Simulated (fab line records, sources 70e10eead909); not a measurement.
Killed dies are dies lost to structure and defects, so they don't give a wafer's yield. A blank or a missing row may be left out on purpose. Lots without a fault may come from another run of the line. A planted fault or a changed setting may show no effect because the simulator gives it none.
Which tool did it? | flow nand_harc | 13 lots, 39 wafers sampled, at 5 steps of a route of 1302

WHAT THE GAUGES READ, wafer by wafer
NHARC_A_WL_FILL_INSPECT_15.
lot  | measured     | on                | raw_defect_count
L820 | day 21 04:08 | defect_inspect-01 | 343 482 383
L828 | day 24 02:13 | defect_inspect-01 | 437 539 492
L827 | day 24 06:14 | defect_inspect-02 | 675 474 600
L834 | day 27 09:12 | defect_inspect-01 | 376 353 466
L835 | day 27 19:06 | defect_inspect-02 | 378 385 459
L836 | day 27 22:38 | defect_inspect-01 | 477 518 710
L838 | day 28 13:40 | defect_inspect-02 | 561 510 437
L839 | day 28 13:32 | defect_inspect-01 | 543 720 672
L837 | day 28 13:31 | defect_inspect-02 | 459 434 551
L840 | day 30 00:05 | defect_inspect-02 | 419 440 483
L841 | day 30 10:19 | defect_inspect-01 | 374 438 594
L843 | day 30 21:13 | defect_inspect-02 | 599 690 577
L842 | day 31 12:07 | defect_inspect-01 | 302 261 272

NHARC_END_SORT_01.
lot  | measured     | on        | killed_at_array | killed_at_other | killed_at_periphery | killed_dies | killed_open | killed_short
L828 | day 27 20:44 | prober-01 | 60 62 73        | 0 0 0           | 1 4 1               | 61 66 74    | 3 5 5       | 4 6 3
L834 | day 30 12:57 | prober-02 | 46 61 65        | 2 1 0           | 10 14 7             | 58 76 72    | 1 5 1       | 5 3 3

WHICH TOOL RAN EACH LOT (tool, then ch and the chambers of the sampled wafers, then the start)
lot  | NHARC_A_WL_FILL_ALD_10           | NHARC_A_WL_FILL_CVD_20                   | NHARC_A_CONTACT_DEP_24
L820 | ald_hk-01 ch 0,1,3, day 20 17:23 | cvd_w-01 ch 0,1, day 21 04:08 or earlier | pecvd-04 ch 0,1, day 21 04:20
L828 | ald_hk-01 ch 0,1, day 23 15:08   | cvd_w-02 ch 1, day 24 02:13 or earlier   | pecvd-04 ch 0,1, day 24 02:30
L827 | ald_hk-03 ch 0,2,3, day 23 18:47 | cvd_w-02 ch 0,1, day 24 06:14 or earlier | pecvd-04 ch 0,1,2, day 24 06:18
L834 | ald_hk-02 ch 1,2, day 26 22:32   | cvd_w-01 ch 0,1, day 27 09:12 or earlier | pecvd-03 ch 0,2, day 27 09:16
L835 | ald_hk-02 ch 2,3, day 27 07:49   | cvd_w-01 ch 0,1, day 27 19:06 or earlier | pecvd-03 ch 0,1,2, day 27 19:21
L836 | ald_hk-03 ch 0,3, day 27 11:26   | cvd_w-02 ch 0,1, day 27 22:38 or earlier | pecvd-03 ch 1,2, day 27 22:46
L838 | ald_hk-01 ch 0,2, day 28 02:25   | cvd_w-01 ch 0,1, day 28 13:40 or earlier | pecvd-03 ch 0,2, day 28 13:57
L839 | ald_hk-02 ch 0,2,3, day 28 02:55 | cvd_w-02 ch 1, day 28 13:32 or earlier   | pecvd-02 ch 0,1, day 28 13:36
L837 | ald_hk-03 ch 1,2,3, day 28 02:55 | cvd_w-01 ch 0,1, day 28 13:31 or earlier | pecvd-03 ch 0,2, day 28 13:42
L840 | ald_hk-01 ch 2,3, day 29 12:52   | cvd_w-01 ch 0,1, day 30 00:05 or earlier | pecvd-03 ch 0,1,2, day 30 00:21
L841 | ald_hk-01 ch 0,2, day 29 23:44   | cvd_w-01 ch 0,1, day 30 10:19 or earlier | pecvd-04 ch 1,2, day 30 10:23
L843 | ald_hk-01 ch 0,1,2, day 30 10:00 | cvd_w-02 ch 0,1, day 30 21:13 or earlier | pecvd-02 ch 0,2, day 30 21:24
L842 | ald_hk-03 ch 0,1, day 30 21:49   | cvd_w-02 ch 0,1, day 31 12:07 or earlier | pecvd-02 ch 0,2, day 31 12:11
- NHARC_A_WL_FILL_ALD_10: deposits SiO2, target thk 50 nm, pulse time 10 s, ald cycles 500.
- NHARC_A_WL_FILL_CVD_20: deposits W, target thk 100 nm, time 74 s.
- NHARC_A_CONTACT_DEP_24: deposits SiO2, target thk 500 nm.

WHAT THE TOOLS THEMSELVES READ (means of the sampled wafers that have a number; where no wafer has one, the mark that the record gives instead)
NHARC_A_WL_FILL_ALD_10.
lot  | tool      | heater_power_outer_w (W) | heater_power_w (W) | precursor_pulse_height_rel
L820 | ald_hk-01 | 253                      | 452                | 0.992
L828 | ald_hk-01 | 265                      | 481                | 1.002
L827 | ald_hk-03 | 251                      | 448                | 0.988
L834 | ald_hk-02 | 245                      | 452                | 1.003
L835 | ald_hk-02 | 213                      | 412                | 1.027
L836 | ald_hk-03 | 229                      | 410                | 0.990
L838 | ald_hk-01 | 253                      | 442                | 0.998
L839 | ald_hk-02 | 262                      | 470                | 0.989
L837 | ald_hk-03 | 258                      | 446                | 1.011
L840 | ald_hk-01 | 241                      | 411                | 1.013
L841 | ald_hk-01 | 247                      | 425                | 0.996
L843 | ald_hk-01 | 252                      | 449                | 1.012
L842 | ald_hk-03 | 289                      | 511                | 1.020

NHARC_A_WL_FILL_CVD_20.
lot  | tool     | heater_power_outer_w (W) | heater_power_w (W) | mfc_ar_sccm (sccm) | throttle_valve_pct (%)
L820 | cvd_w-01 | 452                      | 754                | 1562               | 8.34
L828 | cvd_w-02 | 509                      | 783                | 1556               | 8.26
L827 | cvd_w-02 | 496                      | 824                | 1565               | 8.22
L834 | cvd_w-01 | 469                      | 743                | 1554               | 8.30
L835 | cvd_w-01 | 460                      | 744                | 1557               | 8.29
L836 | cvd_w-02 | 514                      | 843                | 1551               | 7.89
L838 | cvd_w-01 | 465                      | 762                | 1562               | 8.38
L839 | cvd_w-02 | 523                      | 837                | 1561               | 7.77
L837 | cvd_w-01 | 463                      | 771                | 1556               | 8.39
L840 | cvd_w-01 | 462                      | 750                | 1557               | 8.46
L841 | cvd_w-01 | 467                      | 776                | 1556               | 8.40
L843 | cvd_w-02 | 490                      | 841                | 1558               | 8.13
L842 | cvd_w-02 | 513                      | 845                | 1566               | 8.11

NHARC_A_CONTACT_DEP_24.
lot  | tool     | flow_sccm (sccm) | heater_power_outer_w (W) | heater_power_w (W) | mfc_precursor_sccm (sccm) | throttle_valve_pct (%)
L820 | pecvd-04 | 2642             | 242                      | 496                | 161.4                     | 15.9
L828 | pecvd-04 | 2651             | 255                      | 508                | 188.3                     | 16.2
L827 | pecvd-04 | 2650             | 262                      | 509                | 187.7                     | 16.0
L834 | pecvd-03 | 2649             | 302                      | 551                | 161.7                     | 16.3
L835 | pecvd-03 | 2648             | 335                      | 591                | 161.3                     | 16.2
L836 | pecvd-03 | 2638             | 275                      | 508                | 162.0                     | 16.0
L838 | pecvd-03 | 2646             | 297                      | 560                | 161.2                     | 16.4
L839 | pecvd-02 | 2645             | 237                      | 429                | 161.3                     | 15.3
L837 | pecvd-03 | 2657             | 297                      | 553                | 161.7                     | 16.5
L840 | pecvd-03 | 2650             | 315                      | 582                | 161.6                     | 16.4
L841 | pecvd-04 | 2647             | 246                      | 486                | 161.5                     | 15.3
L843 | pecvd-02 | 2652             | 315                      | 508                | 160.9                     | 15.8
L842 | pecvd-02 | 2651             | 286                      | 457                | 161.6                     | 15.9

THE ANSWER, worked out from the rows above alone
Rule: what is usual is taken from the lots themselves. Put in order of their means at a reading, lots are off if they are a third of the lots or fewer, leave a main group of 4 or more, and stand apart from it by a gap of 3 or more times the standard deviation of the main group's means; of several such gaps the widest counts. A main group whose means are all the same, to the digits that the tables above print for the reading, isn't used. A lot without any number at a reading at which 4 lots or more have one is off too. The other lots that the step has rows for count as sound. The gauges are gone through in route order, then the tools' own readings, and for those a lot's mean is taken as printed above. The first step at which some lot is off is used, and at that step the reading that is off furthest; a lot without a number counts as furthest.
Off: L828, L827, at NHARC_A_CONTACT_DEP_24 (mfc_precursor_sccm). The main group: mean 161.5 sccm, standard deviation 0.28.
A tool fits if, at that step or a process step before it, it ran every lot that is off, and no sound lot after the first of them. NHARC_A_WL_FILL_CVD_20 gives no start for some lots, so the hours and the order of its lots are those of NHARC_A_WL_FILL_INSPECT_15. None of those tried fits.

WHAT THE SIMULATOR HAD PUT IN
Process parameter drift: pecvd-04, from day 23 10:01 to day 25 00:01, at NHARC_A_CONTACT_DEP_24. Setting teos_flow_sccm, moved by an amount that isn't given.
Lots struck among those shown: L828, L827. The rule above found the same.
